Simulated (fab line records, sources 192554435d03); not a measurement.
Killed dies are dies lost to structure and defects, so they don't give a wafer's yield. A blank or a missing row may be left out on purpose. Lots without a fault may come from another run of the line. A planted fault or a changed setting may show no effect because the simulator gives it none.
Chamber matching | flow n5_finfet | N5_ILD0_LINER_00 on ald_sin-04: 4 sister chambers
The step material SiNx, target thk 4 nm, pulse time 1 s, purge time 2 s. 8 wafers are shown with their chamber, then 9 later ones without.

WAFERS WITH THEIR CHAMBER
wafer  | chamber | heater_power_w (W) | susceptor_temp_C (C)
L080.3 | 0       | 861                | 399.78
L080.4 | 1       | 940                | 400.08
L083.1 | 2       | 880                | 400.15
L083.4 | 1       | 944                | 399.84
L083.5 | 3       | 751                | 400.12
L088.2 | 0       | 895                | 399.81
L088.5 | 3       | 747                | 399.65
L088.6 | 2       | 886                | 400.16

WAFERS WITHOUT THEIR CHAMBER
wafer  | heater_power_w (W) | susceptor_temp_C (C)
L089.1 | 892                | 400.24
L089.4 | 954                | 400.43
L089.6 | 954                | 399.95
L090.2 | 880                | 399.75
L090.3 | 944                | 400.28
L090.6 | 891                | 400.21
L097.3 | 741                | 400.03
L097.4 | 875                | 400.06
L097.6 | 736                | 399.76

WHICH CHAMBER EACH WENT THROUGH
wafer  | from the rows above     | in truth
L089.1 | can't be placed: 2 or 0 | 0
L089.4 | 1                       | 1
L089.6 | 1                       | 1
L090.2 | can't be placed: 0 or 2 | 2
L090.3 | 1                       | 1
L090.6 | can't be placed: 2 or 0 | 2
L097.3 | 3                       | 3
L097.4 | can't be placed: 2 or 0 | 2
L097.6 | 3                       | 3
Placed correctly: 5 of 9. Can't be placed from these rows: 4 (the true chamber is among the candidates in 4). Placed wrongly: 0.
How it was worked out, from the rows above alone: a wafer's distance from a chamber is the root of the sum, over the readings, of the square of ((its reading less the chamber's mean) divided by the reading's scatter). The wafer belongs to the nearest chamber; if the next one is less than 2 further off, it can't be placed. A chamber's mean is the mean of its shown wafers. The scatter: the root of (the sum of the squares of (reading less its chamber's mean) over the shown wafers, divided by (wafers less chambers)).
